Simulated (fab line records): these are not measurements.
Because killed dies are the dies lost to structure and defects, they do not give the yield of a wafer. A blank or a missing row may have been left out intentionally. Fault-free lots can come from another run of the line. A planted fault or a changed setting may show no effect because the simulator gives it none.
Chamber matching :: flow nand-harc :: rie-diel-02 running NHARC_A_STAIRCASE_DESCUM_270: 4 sister chambers
The step chemistry O2, time 3 s. 4 wafers are shown with their chamber, then 7 later ones without.

WAFERS WITH THEIR CHAMBER
wafer: L082.6
chamber: 2
showerhead-plenum-p-Torr (Torr): 1.88

wafer: L085.3
chamber: 0
showerhead-plenum-p-Torr (Torr): 1.98

wafer: L087.1
chamber: 1
showerhead-plenum-p-Torr (Torr): 2.07

wafer: L087.5
chamber: 3
showerhead-plenum-p-Torr (Torr): 1.89

WAFERS WHOSE CHAMBER IS MISSING
wafer: L087.6
showerhead-plenum-p-Torr (Torr): 2.07

wafer: L090.1
showerhead-plenum-p-Torr (Torr): 2.06

wafer: L090.4
showerhead-plenum-p-Torr (Torr): 2.06

wafer: L090.5
showerhead-plenum-p-Torr (Torr): 1.86

wafer: L097.1
showerhead-plenum-p-Torr (Torr): 1.86

wafer: L097.2
showerhead-plenum-p-Torr (Torr): 2.05

wafer: L097.3
showerhead-plenum-p-Torr (Torr): 1.97

WHICH CHAMBER EACH WENT THROUGH
wafer: L087.6
from the rows above: 1
in truth: 1

wafer: L090.1
from the rows above: 1
in truth: 1

wafer: L090.4
from the rows above: 1
in truth: 1

wafer: L090.5
from the rows above: can't be placed: 2 or 3
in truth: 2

wafer: L097.1
from the rows above: can't be placed: 2 or 3
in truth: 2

wafer: L097.2
from the rows above: 1
in truth: 1

wafer: L097.3
from the rows above: 0
in truth: 0
Correctly placed: 5 of 7. These rows do not allow placing 2 (true chamber among the candidates in 2). Wrongly placed: 0.
How it was worked out, from the rows above alone: a wafer's distance from a chamber is the root of the sum, over the readings, of the square of ((its reading less the chamber's mean) divided by the reading's scatter). If the next closest chamber is less than 2 further off than the closest, the wafer can't be placed; otherwise it belongs to the closest. The mean given for a chamber averages the wafers shown for that chamber. The scatter (one wafer shown for each chamber): square how far every hidden wafer sits from the nearest shown wafer, average those squares and take the square root.
